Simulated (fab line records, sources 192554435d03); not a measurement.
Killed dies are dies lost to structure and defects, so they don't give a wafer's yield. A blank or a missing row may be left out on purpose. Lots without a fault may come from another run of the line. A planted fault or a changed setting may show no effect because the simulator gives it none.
Split-lot experiment | flow n5_finfet | 7 lots, 21 wafers read, on a route of 1938 steps

THE SPLIT
At N5_BEOL_M12_DEP_53 (deposits SiCN from 3MS/NH3, target thk 30 nm, time 10.5 s), the setting time_s was moved away from the recipe's 10.5 s on 6 of the 21 wafers read, by -8.6% to +12.7%. The other wafers ran this setting at the recipe's value.

The reading is taken at the split's own step.

THE READING
SiCN_of_BEOL_M12_DEP_53.thk_nm (the simulator's own value, which no gauge read), in nm, at N5_BEOL_M12_DEP_53 (deposits SiCN from 3MS/NH3, target thk 30 nm, time 10.5 s). The file gives no usual value for it. The 15 wafers here that ran the recipe average 29.9 nm, standard deviation 0.34 nm.

wafer  | tool, chamber at the split | time_s as run, s | against the recipe | SiCN_of_BEOL_M12_DEP_53.thk_nm, nm | against lot-mates on the recipe
L079.2 | pecvd-02, 1                | 11.83            | +12.7%             | 32.8                               | +2.9
L079.5 | pecvd-02, 1                | 10.5             | recipe             | 29.8                               | -
L079.6 | pecvd-02, 2                | 10.5             | recipe             | 30                                 | -
L081.1 | pecvd-01, 2                | 11.69            | +11.3%             | 32.8                               | +2.4
L081.3 | pecvd-01, 1                | 11.69            | +11.3%             | 32.6                               | +2.2
L081.5 | pecvd-01, 2                | 10.5             | recipe             | 30.4                               | -
L083.1 | pecvd-01, 2                | 10.5             | recipe             | 29.6                               | -
L083.3 | pecvd-01, 0                | 10.5             | recipe             | 29.8                               | -
L083.4 | pecvd-01, 1                | 10.5             | recipe             | 30.4                               | -
L084.2 | pecvd-02, 0                | 10.5             | recipe             | 30                                 | -
L084.5 | pecvd-02, 0                | 10.5             | recipe             | 30.6                               | -
L084.6 | pecvd-02, 1                | 10.5             | recipe             | 30.2                               | -
L091.2 | pecvd-01, 2                | 10.5             | recipe             | 29.6                               | -
L091.6 | pecvd-01, 2                | 10.5             | recipe             | 29.6                               | -
L091.4 | pecvd-01, 0                | 10.5             | recipe             | 30                                 | -
L094.1 | pecvd-03, 0                | 10.5             | recipe             | 29.8                               | -
L094.2 | pecvd-03, 1,2              | 9.592            | -8.6%              | 27.2                               | -2.6
L094.3 | pecvd-03, 1,2              | 9.592            | -8.6%              | 27.2                               | -2.6
L095.1 | pecvd-01, 2                | 10.5             | recipe             | 29.4                               | -
L095.2 | pecvd-01, 0                | 10.5             | recipe             | 29.6                               | -
L095.3 | pecvd-01, 1                | 11.46            | +9.1%              | 32.4                               | +2.9
Where a row lists several chambers, the file gives one row for several wafers and doesn't say which wafer went through which chamber.

THE FIT
A straight line over all 21 wafers: SiCN_of_BEOL_M12_DEP_53.thk_nm changes by +0.263 nm for each +1% of time_s; r = +0.97; the points scatter about the line by 0.35 nm.
The same after taking each lot's own level away (the mean of its wafers on the recipe; 21 wafers): +0.25 nm for each +1%; r = +0.98; scatter 0.32 nm.
On that fit, the largest move of time_s shifts the reading by 3.2 nm.
The lots' own levels span 29.50 to 30.40 nm, that is 2.6 times the standard deviation above.
So the lot-to-lot level changes the slope little: the two slopes agree.
Check: with one of the wafers moved furthest among these (+12.7%) left out of the fit, the line predicts +3.15 nm for it against its lot-mates. It came out at +2.9 nm against them.

OTHER SPLITS ON THESE WAFERS
These wafers also went through other splits before the reading. Each is held against what the fit with the lots' levels taken away leaves over:
other split on the same wafers | wafers away from the commonest value | r with SiCN_of_BEOL_M12_DEP_53.thk_nm (lot level and that fit taken away)
N5_BEOL_M12_COAT_66 spin_rpm   | 5                                    | -0.26

THE FILE'S OWN FIT
SiCN_of_BEOL_M12_DEP_53.thk_nm changes by +0.25 nm for each +1% of time_s, r = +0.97.
